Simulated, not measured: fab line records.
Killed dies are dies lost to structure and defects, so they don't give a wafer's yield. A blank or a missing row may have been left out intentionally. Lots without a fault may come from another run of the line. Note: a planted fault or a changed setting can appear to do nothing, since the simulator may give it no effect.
Code-filled problem report in 8D (eight disciplines) form    flow n5 finfet    the parts of the form that need people (team, actions taken, sign-off) are left out

1. THE ISSUE
plate temp C at N5_BEOL_M3_COAT_67 reads a mean of 244.47 C on 6 wafers of 2 lots; wafers without a fault read 249.98 C with a standard deviation of 0.18. Relative to the usual mean, that is a shift of -31 standard deviations.
The step: time 60 s, resist thk 60 nm.
Earliest sighting: wafer L669.1 on litho track-03 at day 8 06:49. The record holds 31 wafers of 11 lots with a number at this step. Rule for "out" (also "out of limits"): further than 4 standard deviations from the usual mean. The rest of the wafers with a number are treated as sound.

2. WHAT IT IS AND WHAT IT IS NOT
question                     is                                  is not
which readings at this step  plate temp C, heater power total W  -
which lots                   L669, L672                          L663, L664, L666, L667, L668, L681, L682, L684, L685
which wafers of those lots   all that have a number              -
read on which tools          litho track-03                      litho track-04, litho track-05
when                         from day 8 06:49                    up to then (14 sound wafers); but 11 sound wafers of L681, L682, L684, L685 came after

3. THE SUSPECTS, EACH WITH WHAT RULES IT OUT
Counting: a tool at a process step up to the reading stays a suspect if it ran every lot that is out and no sound lot after the first of them.
- litho track-03 at N5_BEOL_M3_COAT_67 (time 60 s, resist thk 60 nm): ruled out as a lasting fault. Following L669 (day 8 06:49), the first lot on it that is out, the sound lots L682, L684, L685 were run on it.
Left after counting: nothing in the record.

4. THE CAUSE (what the simulator had put in)
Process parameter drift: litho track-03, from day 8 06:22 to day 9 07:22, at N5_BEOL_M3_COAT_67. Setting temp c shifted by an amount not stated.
Counting ruled it out, wrongly.

5. SEQUENCE OF EFFECTS, ordered by route
One row per reading whose mean, taken over the struck wafers that have a number, lies over 3 standard deviations from the usual. Only readings for which the record gives a usual standard deviation are gone through. hours: the time from each lot's start at the first step in this table that gives one to its start at this step, as a median over the lots. sigmas: the change in usual standard deviations.
hours  step                reading               usual     on struck wafers  change  sigmas
0      N5_BEOL_M3_COAT_67  heater power total W  500.8 W   488.0             -12.8   -7.1
0      N5_BEOL_M3_COAT_67  plate temp C          249.98 C  244.47            -5.51   -31
Process steps it contains:
- N5_BEOL_M3_COAT_67: time 60 s, resist thk 60 nm.
Later measuring or inspecting steps at which every struck wafer that the step has a row for has a number for every such reading, and none has moved that far: N5_BEOL_M3_INSPECT_30, N5_BEOL_M4_RC_MEAS_101.

6. HOW IT WOULD HAVE BEEN CAUGHT EARLIER
The fault began at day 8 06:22; the first out-of-limits reading in this record came at day 8 06:49, 0 hours later.
